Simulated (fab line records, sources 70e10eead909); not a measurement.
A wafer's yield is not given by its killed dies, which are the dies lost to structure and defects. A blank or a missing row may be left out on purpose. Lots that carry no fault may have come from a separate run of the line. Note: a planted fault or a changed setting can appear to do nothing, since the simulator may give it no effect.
Commonality check across tools || flow nand harc || 2 lots, 6 wafers sampled

== THE REASON FOR OPENING IT ==
Flagged at NHARC_END_SORT_01: reading defect limited yield, on 2 of 2 lots. Wafers without a fault read 90.9 %, standard deviation 2.7.
Rule: flag the lot when none of its wafers has a number, or when each of its wafers that has one lies beyond 4 standard deviations from that mean. All remaining lots are regarded as sound.

{"lot": "L359", "measured": "day 27 12:02", "on": "prober-02", "defect limited yield (%), wafer by wafer": "14.8 16.1 14.2", "flag": "FLAGGED"}
{"lot": "L358", "measured": "day 27 12:47", "on": "prober-01", "defect limited yield (%), wafer by wafer": "15.5 15.7 17.1", "flag": "FLAGGED"}
Average over the flagged lots: 15.6 %; offset from the usual -75.3 %, equal to -28 standard deviations.

== TOOL THAT RAN EACH LOT ==
3 process steps preceding the reading are held in the record, out of 1302 steps in the route. Cell contents, in order: the tool; ch with the chambers the sampled wafers went through; the start.
{"lot": "L359", "flag": "FLAGGED", "NHARC_A_BONDPAD_ECD_18": "ecd cu-01 ch 0,1, day 26 06:32", "NHARC_HYBRID_BOND_ACTIVATE_00": "rie diel-07 ch 0,3, day 26 07:50", "NHARC_THIN_TSV_DESCUM_14": "rie diel-10 ch 1,2,3, day 26 20:08"}
{"lot": "L358", "flag": "FLAGGED", "NHARC_A_BONDPAD_ECD_18": "ecd cu-01 ch 0,1, day 26 07:10", "NHARC_HYBRID_BOND_ACTIVATE_00": "rie diel-07 ch 1,3, day 26 08:27", "NHARC_THIN_TSV_DESCUM_14": "rie diel-05 ch 1,2,3, day 26 21:20"}
What is done by these steps:
- NHARC_A_BONDPAD_ECD_18: material Cu, target thk 400 nm.
- NHARC_HYBRID_BOND_ACTIVATE_00: chemistry N2, time 60 s.
- NHARC_THIN_TSV_DESCUM_14: chemistry O2, time 3 s.
- NHARC_END_SORT_01

== FLAGGED AGAINST TOTAL, ONE TOOL AT A TIME (gauges that did the reading follow at the end) ==
{"step": "NHARC_A_BONDPAD_ECD_18", "tool": "ecd cu-01", "lots run": 2, "flagged": 2, "share of the flagged lots": "all", "sound lots run after its first flagged lot": 0}
{"step": "NHARC_HYBRID_BOND_ACTIVATE_00", "tool": "rie diel-07", "lots run": 2, "flagged": 2, "share of the flagged lots": "all", "sound lots run after its first flagged lot": 0}
{"step": "NHARC_THIN_TSV_DESCUM_14", "tool": "rie diel-05", "lots run": 1, "flagged": 1, "share of the flagged lots": "some", "sound lots run after its first flagged lot": 0}
{"step": "NHARC_THIN_TSV_DESCUM_14", "tool": "rie diel-10", "lots run": 1, "flagged": 1, "share of the flagged lots": "some", "sound lots run after its first flagged lot": 0}
{"step": "NHARC_END_SORT_01", "tool": "prober-01", "lots run": 1, "flagged": 1, "share of the flagged lots": "some", "sound lots run after its first flagged lot": 0}
{"step": "NHARC_END_SORT_01", "tool": "prober-02", "lots run": 1, "flagged": 1, "share of the flagged lots": "some", "sound lots run after its first flagged lot": 0}

== WHAT THE TABLE ALLOWS ==
Rows of the table that ran all the flagged lots, 2 in number: ecd cu-01 at NHARC_A_BONDPAD_ECD_18; rie diel-07 at NHARC_HYBRID_BOND_ACTIVATE_00.
- ecd cu-01 at NHARC_A_BONDPAD_ECD_18: 2 of its 2 lots flagged. No sound lot ran on it before its first flagged lot in this sample; the start therefore can't be narrowed down.
- rie diel-07 at NHARC_HYBRID_BOND_ACTIVATE_00: 2 of its 2 lots flagged. No sound lot ran on it before its first flagged lot in this sample; the start therefore can't be narrowed down.
Counting lots can't tell these 2 tools apart, because each fits a fault that began at some hour. More lots, or a look at what each step does to the wafer, might.

== WHAT THE SIMULATOR PUT IN ==
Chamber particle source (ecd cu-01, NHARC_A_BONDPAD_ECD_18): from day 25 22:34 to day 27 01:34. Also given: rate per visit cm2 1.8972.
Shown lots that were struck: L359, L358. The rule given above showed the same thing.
